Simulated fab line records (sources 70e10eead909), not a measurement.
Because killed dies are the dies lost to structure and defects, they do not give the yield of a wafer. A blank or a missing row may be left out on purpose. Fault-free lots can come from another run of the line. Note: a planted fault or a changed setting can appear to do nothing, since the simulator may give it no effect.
One fault seen from 3 desks ; flow nandHarc ; each desk holds nothing but its own numbers, with what lay behind them at the end

## THE DEFECT DESK
Lot by lot, what the route's inspections counted, given as the mean of those sampled wafers with a number. If a lot's mean is further than 4 standard deviations from the usual mean, the lot is out of limits and carries the mark OUT (the distance appears in the brackets).
Columns: A = rawDefectCount at NHARC_P_GATE_INSPECT_28, usual 7
lot;first seen here;A
L123;day 5 03:16;6
L124;day 5 15:17;9
L131;day 8 13:13;10
L135;day 10 05:56;7
L136;day 10 06:04;6
L137;day 10 22:58;6
L138;day 11 05:07;9
L141;day 12 16:26;6
L142;day 12 20:01;8
L143;day 13 03:19;5
L144;day 14 05:49;7
L145;day 14 10:33;7
L146;day 14 17:44;9
This desk found nothing out of limits on any of the 13 lots.

## METROLOGY DESK
What the gauges read, lot by lot, whatever tool the lot ran on: means of the sampled wafers that have a number. If a lot's mean is further than 4 standard deviations from the usual mean, the lot is out of limits and carries the mark OUT (the distance appears in the brackets).
Columns: A = cdNm at NHARC_P_ZERO_WELL_CD_MEAS_37, usual 719.7 nm
lot;first seen here;A
L123;day 2 00:23;720.2
L124;day 2 12:51;717.9
L131;day 5 08:25;719.3
L135;day 7 02:22;719.7
L136;day 7 10:16;718.8
L137;day 7 20:00;718.6
L138;day 8 06:05;721.2
L141;day 9 12:17;720.6
L142;day 10 00:02;719.0
L143;day 10 08:14;718.7
L144;day 10 18:08;720.2
L145;day 11 04:08;719.7
L146;day 11 14:14;719.5
This desk found nothing out of limits on any of the 13 lots.

## AT THE TOOL OWNER'S DESK: lithoTrack-07
The tool's own readings at NHARC_P_ZERO_WELL_SOFTBAKE_06 (time 70 s): means of the sampled wafers that have a number, for each lot that ran on this tool. If a lot's mean is further than 4 standard deviations from the usual mean, the lot is out of limits and carries the mark OUT (the distance appears in the brackets).
Columns: A = heaterPowerTotalW at NHARC_P_ZERO_WELL_SOFTBAKE_06, usual 200.9 W
lot;first seen here;A
L123;day 1 20:00;201.8
L131;day 5 04:00;203.7
L135;day 6 20:00;200.7
L141;day 9 08:00;199.9
L142;day 9 18:00;201.2
L143;day 10 04:00;200.3
L146;day 11 10:00;200.2
This desk found nothing out of limits on any of the 7 lots.

## BROUGHT TOGETHER
Nothing out of limits was seen by the defect desk.
Metrology desk: nothing out of limits seen.
The desk of the tool owner found nothing out of limits.

## WHAT THE SIMULATOR HAD PUT IN
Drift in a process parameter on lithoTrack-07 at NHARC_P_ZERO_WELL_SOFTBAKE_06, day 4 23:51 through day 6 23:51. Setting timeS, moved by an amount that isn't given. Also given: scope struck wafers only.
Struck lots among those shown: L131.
